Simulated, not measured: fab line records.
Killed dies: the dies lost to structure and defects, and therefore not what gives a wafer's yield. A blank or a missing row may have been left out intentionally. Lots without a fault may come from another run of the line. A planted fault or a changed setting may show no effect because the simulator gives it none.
Which tool was responsible?    flow n5_finfet    Sampling: 11 lots, 33 wafers, 4 of 1938 route steps

## WHAT THE GAUGES READ, wafer by wafer
N5_BEOL_M12_RS_MEAS_54: measures by four-point-probe.
lot   measured      on             M12_RS (ohm/sq)
L074  day 11 08:02  film_metro-02  0.0598 0.0597 0.0590
L078  day 11 14:17  film_metro-02  0.0588 0.0587 0.0585
L081  day 12 10:04  film_metro-02  0.0604 0.0595 0.0602
L082  day 12 14:41  film_metro-02  0.0605 0.0600 0.0597
L084  day 13 07:32  film_metro-02  0.0577 0.0595 0.0580
L085  day 13 21:58  film_metro-02  0.0582 0.0598 0.0603
L086  day 14 07:11  film_metro-02  0.0600 0.0617 0.0607
L090  day 14 20:44  film_metro-02  0.0594 0.0586 0.0575
L092  day 15 12:41  film_metro-02  0.0594 0.0594 0.0591
L094  day 15 21:25  film_metro-02  0.0597 0.0600 0.0593
L097  day 16 12:37  film_metro-02  0.0598 0.0597 0.0599

## WHAT TOOL EACH LOT RAN ON (gives the tool, then ch and the chambers of the sampled wafers, and finally the start)
lot   N5_BEOL_M12_ETCH_67                 N5_BEOL_M12_SPUTTER_45        N5_BEOL_M12_DEP_53
L074  rie_diel-03 ch 1,2,3, day 11 01:59  pvd_sputter-01, day 11 07:03  pecvd-02 ch 1,2, day 11 07:58
L078  rie_diel-01 ch 0,1,3, day 11 11:04  pvd_sputter-02, day 11 13:19  pecvd-04 ch 0,2, day 11 14:14
L081  rie_diel-03 ch 0,1,3, day 11 23:07  pvd_sputter-03, day 12 09:05  pecvd-02 ch 0,1, day 12 10:01
L082  rie_diel-05 ch 0,1,2, day 12 12:23  pvd_sputter-01, day 12 13:41  pecvd-02 ch 1,2, day 12 14:37
L084  rie_diel-03 ch 0,1,2, day 13 02:46  pvd_sputter-01, day 13 06:33  pecvd-01 ch 1,2, day 13 07:28
L085  rie_diel-05 ch 0,2,3, day 13 14:31  pvd_sputter-02, day 13 20:59  pecvd-01 ch 0,1,2, day 13 21:55
L086  rie_diel-05 ch 0,3, day 14 03:14    pvd_sputter-01, day 14 06:11  pecvd-04 ch 1,2, day 14 07:07
L090  rie_diel-03 ch 1,2, day 14 18:34    pvd_sputter-01, day 14 19:44  pecvd-02 ch 0,1,2, day 14 20:40
L092  rie_diel-01 ch 0,2,3, day 15 08:30  pvd_sputter-01, day 15 11:25  pecvd-02 ch 0,2, day 15 12:37
L094  rie_diel-03 ch 0,2, day 15 18:10    pvd_sputter-02, day 15 20:26  pecvd-02 ch 1,2, day 15 21:20
L097  rie_diel-03 ch 1,3, day 16 08:58    pvd_sputter-01, day 16 11:38  pecvd-01 ch 0,1,2, day 16 12:32
- N5_BEOL_M12_ETCH_67: etches SiARC in CF4, target depth 143 nm, time 238.3 s.
- N5_BEOL_M12_SPUTTER_45: material Cu, target thk 80 nm, time 13.33 s.
- N5_BEOL_M12_DEP_53: deposits SiCN from 3MS/NH3, target thk 30 nm, time 10.5 s.

## THE ANSWER, worked out from the rows above alone
Rule: what is usual is taken from the lots themselves. The widest of any qualifying gaps counts: lots, ordered by their means at a reading, are off when they make up no more than a third of the lots, leave a main group of 4 or more, and stand apart from it by 3 or more times the standard deviation of that group's means. The tables above print the reading to a certain number of digits; a main group whose means all agree to those digits is not used. Also off: a lot with no number at a reading for which 4 or more lots have one. Where the step has rows for the other lots, those lots are counted as sound.
Nothing can be told from this: no lot is off at any reading shown.

## WHAT THE SIMULATOR HAD INSERTED
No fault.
